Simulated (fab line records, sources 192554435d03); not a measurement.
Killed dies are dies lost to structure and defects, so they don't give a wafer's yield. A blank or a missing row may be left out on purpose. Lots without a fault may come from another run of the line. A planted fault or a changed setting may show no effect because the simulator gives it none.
Chamber matching | flow n5_finfet | N5_FIN_CUT_STRIP_22 on rie_diel-05: 4 sister chambers
The step strips in N2/H2. 4 wafers are shown with their chamber, then 9 later ones without.

WAFERS WITH THEIR CHAMBER
wafer  | chamber | showerhead_plenum_p_Torr (Torr)
L080.1 | 1       | 3.44
L089.1 | 2       | 3.26
L089.4 | 0       | 3.24
L089.6 | 3       | 3.48

WAFERS WITHOUT THEIR CHAMBER
wafer  | showerhead_plenum_p_Torr (Torr)
L091.2 | 3.24
L091.3 | 3.48
L091.5 | 3.24
L092.1 | 3.43
L092.2 | 3.24
L092.5 | 3.24
L095.2 | 3.23
L095.5 | 3.23
L095.6 | 3.48

WHICH CHAMBER EACH WENT THROUGH
wafer  | from the rows above | in truth
L091.2 | 0                   | 0
L091.3 | 3                   | 3
L091.5 | 0                   | 0
L092.1 | 1                   | 1
L092.2 | 0                   | 0
L092.5 | 0                   | 0
L095.2 | 0                   | 0
L095.5 | 0                   | 0
L095.6 | 3                   | 3
Placed correctly: 9 of 9. Can't be placed from these rows: 0. Placed wrongly: 0.
How it was worked out, from the rows above alone: a wafer's distance from a chamber is the root of the sum, over the readings, of the square of ((its reading less the chamber's mean) divided by the reading's scatter). The wafer belongs to the nearest chamber; if the next one is less than 2 further off, it can't be placed. A chamber's mean is the mean of its shown wafers. The scatter: with one shown wafer a chamber, the root of the mean of the squares of how far each hidden wafer lies from its nearest shown one.
